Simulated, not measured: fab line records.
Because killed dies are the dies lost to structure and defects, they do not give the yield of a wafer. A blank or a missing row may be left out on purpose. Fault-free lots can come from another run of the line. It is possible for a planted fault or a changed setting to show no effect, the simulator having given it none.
Which tool is to blame? :: flow n5 finfet :: 11 lots, 33 wafers sampled, at 5 steps of a route of 1938

== WHAT THE GAUGES READ, wafer by wafer ==
N5_FIN_SAQP_THK_MEAS_07. Usual: thk nm at 60.1 nm, with a standard deviation of 0.74.
lot: L515
measured: day 2 15:17
on: film metro-01
thk nm (nm): 60.5 60.0 60.6
flag: 

lot: L516
measured: day 2 21:14
on: film metro-02
thk nm (nm): 59.3 59.8 60.5
flag: 

lot: L517
measured: day 3 03:40
on: film metro-02
thk nm (nm): 59.6 60.0 59.8
flag: 

lot: L523
measured: day 4 18:16
on: film metro-02
thk nm (nm): 59.0 60.7 60.9
flag: 

lot: L525
measured: day 5 06:38
on: film metro-02
thk nm (nm): 59.0 61.1 60.7
flag: 

lot: L526
measured: day 5 13:34
on: film metro-02
thk nm (nm): 59.4 60.3 60.3
flag: 

lot: L527
measured: day 5 17:37
on: film metro-02
thk nm (nm): 58.6 60.1 59.5
flag: 

lot: L528
measured: day 5 23:00
on: film metro-02
thk nm (nm): 59.7 59.8 60.1
flag: 

lot: L529
measured: day 6 03:12
on: film metro-02
thk nm (nm): 60.7 60.6 61.4
flag: 

lot: L530
measured: day 6 09:01
on: film metro-01
thk nm (nm): 59.7 60.8 60.5
flag: 

lot: L534
measured: day 7 08:47
on: film metro-02
thk nm (nm): 59.4 60.9 60.2
flag: 

N5_FIN_SAQP_CD_MEAS_31 targets a cd of 8 nm. Usual: cd nm at 8.12 nm, with a standard deviation of 0.2.
lot: L515
measured: day 2 20:03
on: cd sem-02
cd nm (nm): 7.82 8.08 7.63
flag: 

lot: L516
measured: day 3 02:33
on: cd sem-03
cd nm (nm): 7.78 8.11 8.36
flag: 

lot: L517
measured: day 3 08:16
on: cd sem-03
cd nm (nm): 8.35 7.82 8.17
flag: 

lot: L523
measured: day 5 00:08
on: cd sem-03
cd nm (nm): 8.22 8.27 8.34
flag: 

lot: L525
measured: day 5 11:24
on: cd sem-01
cd nm (nm): 7.86 8.42 8.28
flag: 

lot: L526
measured: day 5 18:02
on: cd sem-01
cd nm (nm): 8.32 7.96 8.07
flag: 

lot: L527
measured: day 5 22:08
on: cd sem-02
cd nm (nm): 8.08 8.19 8.11
flag: 

lot: L528
measured: day 6 03:32
on: cd sem-03
cd nm (nm): 8.16 7.99 8.26
flag: 

lot: L529
measured: day 6 07:27
on: cd sem-01
cd nm (nm): 8.25 8.27 8.05
flag: 

lot: L530
measured: day 6 13:35
on: cd sem-01
cd nm (nm): 7.83 8.00 7.89
flag: 

lot: L534
measured: day 7 12:55
on: cd sem-03
cd nm (nm): 7.99 8.65 8.04
flag: 

N5_BEOL_M4_RC_MEAS_101. Usual: DIBL_N 36.6 mV/V, standard deviation 1.7; DIBL_P 36.7 mV/V, standard deviation 2; IOFF_N 0.16 nA/um, standard deviation 0.033; IOFF_P 0.22 nA/um, standard deviation 0.04; ION_N 673 uA/um, standard deviation 12; ION_P 463 uA/um, standard deviation 7.9; SS_N 71.7 mV/dec, standard deviation 0.58; SS_P 73.3 mV/dec, standard deviation 0.64; VT_N 249 mV, standard deviation 3.3; VT_P -249 mV, standard deviation 3.1.
lot: L523
measured: day 10 17:08
on: prober-01
DIBL_N (mV/V): 35.1 35.9 36.2
DIBL_P (mV/V): 36.0 36.4 37.3
IOFF_N (nA/um): 0.15 0.18 0.19
IOFF_P (nA/um): 0.22 0.23 0.25
ION_N (uA/um): 673 663 678
ION_P (uA/um): 458 456 469
SS_N (mV/dec): 71.7 72.3 71.9
SS_P (mV/dec): 73.3 74.0 73.4
VT_N (mV): 250 249 249
VT_P (mV): -246 -249 -248
flag: 

lot: L525
measured: day 11 02:02
on: prober-02
DIBL_N (mV/V): 37.9 35.9 38.4
DIBL_P (mV/V): 37.2 35.2 38.3
IOFF_N (nA/um): 0.17 0.13 0.20
IOFF_P (nA/um): 0.22 0.20 0.25
ION_N (uA/um): 676 666 698
ION_P (uA/um): 457 456 477
SS_N (mV/dec): 72.0 71.5 72.0
SS_P (mV/dec): 73.1 72.8 73.8
VT_N (mV): 249 252 246
VT_P (mV): -250 -249 -245
flag: 

lot: L526
measured: day 12 02:59
on: prober-01
DIBL_N (mV/V): 35.8 38.3 36.5
DIBL_P (mV/V): 36.1 39.4 37.3
IOFF_N (nA/um): 0.14 0.19 0.16
IOFF_P (nA/um): 0.21 0.27 0.23
ION_N (uA/um): 670 676 676
ION_P (uA/um): 464 463 465
SS_N (mV/dec): 71.4 71.7 71.3
SS_P (mV/dec): 72.9 73.5 73.4
VT_N (mV): 253 249 251
VT_P (mV): -250 -248 -247
flag: 

lot: L527
measured: day 11 07:52
on: prober-02
DIBL_N (mV/V): 37.6 35.9 37.7
DIBL_P (mV/V): 36.5 35.0 35.6
IOFF_N (nA/um): 0.17 0.15 0.17
IOFF_P (nA/um): 0.23 0.20 0.21
ION_N (uA/um): 677 673 662
ION_P (uA/um): 465 459 452
SS_N (mV/dec): 71.9 71.4 72.7
SS_P (mV/dec): 72.9 73.3 73.9
VT_N (mV): 248 249 248
VT_P (mV): -250 -251 -250
flag: 

lot: L528
measured: day 12 15:04
on: prober-01
DIBL_N (mV/V): 38.5 33.3 37.5
DIBL_P (mV/V): 39.1 33.7 38.1
IOFF_N (nA/um): 0.21 0.12 0.19
IOFF_P (nA/um): 0.25 0.16 0.24
ION_N (uA/um): 695 678 675
ION_P (uA/um): 472 468 473
SS_N (mV/dec): 71.6 70.8 71.2
SS_P (mV/dec): 73.3 72.7 73.4
VT_N (mV): 244 251 247
VT_P (mV): -249 -256 -252
flag: 

lot: L529
measured: day 12 15:14
on: prober-02
DIBL_N (mV/V): 33.8 36.3 40.6
DIBL_P (mV/V): 32.9 36.2 42.1
IOFF_N (nA/um): 0.11 0.16 0.27
IOFF_P (nA/um): 0.17 0.23 0.35
ION_N (uA/um): 653 667 686
ION_P (uA/um): 454 462 471
SS_N (mV/dec): 71.0 71.6 72.9
SS_P (mV/dec): 71.8 72.4 74.0
VT_N (mV): 254 247 239
VT_P (mV): -251 -245 -246
flag: 

lot: L530
measured: day 12 18:20
on: prober-02
DIBL_N (mV/V): 34.3 34.9 35.1
DIBL_P (mV/V): 35.1 35.1 35.3
IOFF_N (nA/um): 0.12 0.13 0.13
IOFF_P (nA/um): 0.18 0.18 0.19
ION_N (uA/um): 663 658 661
ION_P (uA/um): 460 455 461
SS_N (mV/dec): 70.5 70.7 71.6
SS_P (mV/dec): 72.7 72.0 73.0
VT_N (mV): 253 251 254
VT_P (mV): -251 -254 -252
flag: 

lot: L534
measured: day 14 01:58
on: prober-02
DIBL_N (mV/V): 36.0 36.1 35.2
DIBL_P (mV/V): 37.2 37.1 37.1
IOFF_N (nA/um): 0.16 0.16 0.15
IOFF_P (nA/um): 0.20 0.21 0.21
ION_N (uA/um): 664 664 675
ION_P (uA/um): 458 455 465
SS_N (mV/dec): 71.9 71.8 71.7
SS_P (mV/dec): 73.5 73.3 73.1
VT_N (mV): 247 251 250
VT_P (mV): -250 -250 -249
flag: 

== WHICH TOOL RAN EACH LOT (tool, then ch and the chambers of the sampled wafers, then the start) ==
lot: L515
N5_FIN_SAQP_ETCH_51: rie diel-03 ch 2,3, day 2 16:04
N5_FIN_SAQP_ETCH_69: rie diel-04 ch 0,1,3, day 2 19:13

lot: L516
N5_FIN_SAQP_ETCH_51: rie diel-05 ch 0,1,3, day 2 21:50
N5_FIN_SAQP_ETCH_69: rie diel-04 ch 1,2, day 3 01:28

lot: L517
N5_FIN_SAQP_ETCH_51: rie diel-05 ch 1,2,3, day 3 04:10
N5_FIN_SAQP_ETCH_69: rie diel-04 ch 0,1,2, day 3 07:23

lot: L523
N5_FIN_SAQP_ETCH_51: rie diel-03 ch 0,1, day 4 18:57
N5_FIN_SAQP_ETCH_69: rie diel-04 ch 0,3, day 4 21:49

lot: L525
N5_FIN_SAQP_ETCH_51: rie diel-05 ch 1,2, day 5 07:44
N5_FIN_SAQP_ETCH_69: rie diel-04 ch 2,3, day 5 10:34

lot: L526
N5_FIN_SAQP_ETCH_51: rie diel-03 ch 0,1,3, day 5 14:13
N5_FIN_SAQP_ETCH_69: rie diel-04 ch 0,3, day 5 17:12

lot: L527
N5_FIN_SAQP_ETCH_51: rie diel-05 ch 1,2,3, day 5 18:26
N5_FIN_SAQP_ETCH_69: rie diel-05 ch 0,1,2, day 5 21:18

lot: L528
N5_FIN_SAQP_ETCH_51: rie diel-03 ch 1,3, day 5 23:37
N5_FIN_SAQP_ETCH_69: rie diel-04 ch 0,1,3, day 6 02:41

lot: L529
N5_FIN_SAQP_ETCH_51: rie diel-04 ch 0,3, day 6 03:50
N5_FIN_SAQP_ETCH_69: rie diel-04 ch 1,2, day 6 06:37

lot: L530
N5_FIN_SAQP_ETCH_51: rie diel-04 ch 0,1,2, day 6 09:37
N5_FIN_SAQP_ETCH_69: rie diel-04 ch 0,2,3, day 6 12:28

lot: L534
N5_FIN_SAQP_ETCH_51: rie diel-03 ch 0,1,2, day 7 09:24
N5_FIN_SAQP_ETCH_69: rie diel-03 ch 0,1, day 7 12:05
- N5_FIN_SAQP_ETCH_51: etches SiARC in CF4, target depth 45.5 nm, time 75.8 s.
- N5_FIN_SAQP_ETCH_69: etches SOC in N2/H2, stops on SiNx, target depth 150 nm.

== AS READ BY THE TOOLS THEMSELVES (means over the sampled wafers that have a number; for cases with no such wafer, the mark the record gives instead) ==
N5_FIN_SAQP_ETCH_51. Usual: bias w 35.98 W, standard deviation 0.1; cf4 flow sccm 100.01 sccm, standard deviation 0.29; drypump motor current A 5.9 A, standard deviation 0.46; etch rf on time s 75.9 s, standard deviation 1.7; oes product au 0.65 a.u., standard deviation 0.064; rf vpp V 183.9 V, standard deviation 1.1; showerhead plenum p Torr 2.13 Torr, standard deviation 0.062; throttle valve pct 15.55 %, standard deviation 0.22.
lot: L515
tool: rie diel-03
bias w (W): 35.94
cf4 flow sccm (sccm): 99.91
drypump motor current A (A): 5.6
etch rf on time s (s): 76.7
oes product au (a.u.): 0.60
rf vpp V (V): 184.2
showerhead plenum p Torr (Torr): 2.16
throttle valve pct (%): 16.00
flag: 

lot: L516
tool: rie diel-05
bias w (W): 36.00
cf4 flow sccm (sccm): 99.93
drypump motor current A (A): 5.6
etch rf on time s (s): 75.9
oes product au (a.u.): 0.63
rf vpp V (V): 184.4
showerhead plenum p Torr (Torr): 2.13
throttle valve pct (%): 15.42
flag: 

lot: L517
tool: rie diel-05
bias w (W): 36.04
cf4 flow sccm (sccm): 99.95
drypump motor current A (A): 5.7
etch rf on time s (s): 76.1
oes product au (a.u.): 0.63
rf vpp V (V): 183.6
showerhead plenum p Torr (Torr): 2.13
throttle valve pct (%): 15.52
flag: 

lot: L523
tool: rie diel-03
bias w (W): 35.89
cf4 flow sccm (sccm): 100.23
drypump motor current A (A): 6.2
etch rf on time s (s): 73.8
oes product au (a.u.): 0.74
rf vpp V (V): 183.8
showerhead plenum p Torr (Torr): 2.12
throttle valve pct (%): 15.37
flag: 

lot: L525
tool: rie diel-05
bias w (W): 35.90
cf4 flow sccm (sccm): 100.26
drypump motor current A (A): 5.6
etch rf on time s (s): 75.7
oes product au (a.u.): 0.61
rf vpp V (V): 182.9
showerhead plenum p Torr (Torr): 2.07
throttle valve pct (%): 15.70
flag: 

lot: L526
tool: rie diel-03
bias w (W): 35.95
cf4 flow sccm (sccm): 100.07
drypump motor current A (A): 5.8
etch rf on time s (s): 73.9
oes product au (a.u.): 0.75
rf vpp V (V): 183.7
showerhead plenum p Torr (Torr): 2.12
throttle valve pct (%): 15.48
flag: 

lot: L527
tool: rie diel-05
bias w (W): 36.07
cf4 flow sccm (sccm): 99.99
drypump motor current A (A): 5.7
etch rf on time s (s): 76.7
oes product au (a.u.): 0.61
rf vpp V (V): 184.2
showerhead plenum p Torr (Torr): 2.13
throttle valve pct (%): 15.57
flag: 

lot: L528
tool: rie diel-03
bias w (W): 35.95
cf4 flow sccm (sccm): 100.19
drypump motor current A (A): 6.2
etch rf on time s (s): 72.4
oes product au (a.u.): 0.78
rf vpp V (V): 183.3
showerhead plenum p Torr (Torr): 2.11
throttle valve pct (%): 15.37
flag: 

lot: L529
tool: rie diel-04
bias w (W): 36.08
cf4 flow sccm (sccm): 99.99
drypump motor current A (A): 6.4
etch rf on time s (s): 78.5
oes product au (a.u.): 0.62
rf vpp V (V): 184.2
showerhead plenum p Torr (Torr): 2.17
throttle valve pct (%): 15.40
flag: 

lot: L530
tool: rie diel-04
bias w (W): 36.12
cf4 flow sccm (sccm): 100.14
drypump motor current A (A): 6.4
etch rf on time s (s): 76.6
oes product au (a.u.): 0.60
rf vpp V (V): 184.4
showerhead plenum p Torr (Torr): 2.18
throttle valve pct (%): 15.58
flag: 

lot: L534
tool: rie diel-03
bias w (W): 35.96
cf4 flow sccm (sccm): 100.07
drypump motor current A (A): 6.0
etch rf on time s (s): 75.0
oes product au (a.u.): 0.66
rf vpp V (V): 183.3
showerhead plenum p Torr (Torr): 2.15
throttle valve pct (%): 15.68
flag: 

N5_FIN_SAQP_ETCH_69. Usual: value, then standard deviation, for each; bias w 60.98 W / 0.17; chamber pressure mTorr 30.000 mTorr / 0.026; drypump motor current A 6.0 A / 0.44; oes product au 0.74 a.u. / 0.059; rf vpp V 240.6 V / 1.4; showerhead plenum p Torr 2.54 Torr / 0.075; throttle valve pct 17.75 % / 0.25.
lot: L515
tool: rie diel-04
bias w (W): -
chamber pressure mTorr (mTorr): -
drypump motor current A (A): -
oes product au (a.u.): -
rf vpp V (V): -
showerhead plenum p Torr (Torr): -
throttle valve pct (%): -
flag: OFF

lot: L516
tool: rie diel-04
bias w (W): -
chamber pressure mTorr (mTorr): -
drypump motor current A (A): -
oes product au (a.u.): -
rf vpp V (V): -
showerhead plenum p Torr (Torr): -
throttle valve pct (%): -
flag: OFF

lot: L517
tool: rie diel-04
bias w (W): -
chamber pressure mTorr (mTorr): -
drypump motor current A (A): -
oes product au (a.u.): -
rf vpp V (V): -
showerhead plenum p Torr (Torr): -
throttle valve pct (%): -
flag: OFF

lot: L523
tool: rie diel-04
bias w (W): 61.05
chamber pressure mTorr (mTorr): 29.992
drypump motor current A (A): 6.5
oes product au (a.u.): 0.74
rf vpp V (V): 240.4
showerhead plenum p Torr (Torr): 2.58
throttle valve pct (%): 17.56
flag: 

lot: L525
tool: rie diel-04
bias w (W): 60.84
chamber pressure mTorr (mTorr): 30.005
drypump motor current A (A): 6.2
oes product au (a.u.): 0.78
rf vpp V (V): 239.3
showerhead plenum p Torr (Torr): 2.48
throttle valve pct (%): 17.74
flag: 

lot: L526
tool: rie diel-04
bias w (W): 61.07
chamber pressure mTorr (mTorr): 30.009
drypump motor current A (A): 6.3
oes product au (a.u.): 0.78
rf vpp V (V): 239.6
showerhead plenum p Torr (Torr): 2.52
throttle valve pct (%): 17.57
flag: 

lot: L527
tool: rie diel-05
bias w (W): 61.08
chamber pressure mTorr (mTorr): 29.984
drypump motor current A (A): 5.6
oes product au (a.u.): 0.70
rf vpp V (V): 238.5
showerhead plenum p Torr (Torr): 2.46
throttle valve pct (%): 17.84
flag: 

lot: L528
tool: rie diel-04
bias w (W): 61.06
chamber pressure mTorr (mTorr): 30.034
drypump motor current A (A): 6.3
oes product au (a.u.): 0.74
rf vpp V (V): 241.4
showerhead plenum p Torr (Torr): 2.57
throttle valve pct (%): 17.58
flag: 

lot: L529
tool: rie diel-04
bias w (W): 61.05
chamber pressure mTorr (mTorr): 29.994
drypump motor current A (A): 6.2
oes product au (a.u.): 0.71
rf vpp V (V): 241.4
showerhead plenum p Torr (Torr): 2.60
throttle valve pct (%): 17.76
flag: 

lot: L530
tool: rie diel-04
bias w (W): 60.99
chamber pressure mTorr (mTorr): 29.993
drypump motor current A (A): 6.4
oes product au (a.u.): 0.73
rf vpp V (V): 241.3
showerhead plenum p Torr (Torr): 2.54
throttle valve pct (%): 17.75
flag: 

lot: L534
tool: rie diel-03
bias w (W): 61.03
chamber pressure mTorr (mTorr): 30.005
drypump motor current A (A): 6.2
oes product au (a.u.): 0.82
rf vpp V (V): 240.7
showerhead plenum p Torr (Torr): 2.50
throttle valve pct (%): 17.59
flag: 

== THE ANSWER, worked out from the rows above alone ==
Rule: take the mean of a lot's wafers that have a number; if it is more than 3 standard deviations from the usual mean, the lot is off. Also off: a lot with no number at a reading for which 4 or more lots have one. All remaining lots with rows at the step are treated as sound. Order of review: gauges by route order, followed by the tools' own readings, for which a lot's mean as printed above is used. The first step at which some lot is off is used, and at that step the reading that is off furthest; a lot without a number counts as furthest.
Off at N5_FIN_SAQP_ETCH_69 (bias w): L515, L516, L517. Without a number there: L515, L516, L517.
A tool fits if, at that step or a process step before it, it ran every lot that is off, and no sound lot after the first of them. No candidate that was tried fits.

== WHAT THE SIMULATOR PUT IN ==
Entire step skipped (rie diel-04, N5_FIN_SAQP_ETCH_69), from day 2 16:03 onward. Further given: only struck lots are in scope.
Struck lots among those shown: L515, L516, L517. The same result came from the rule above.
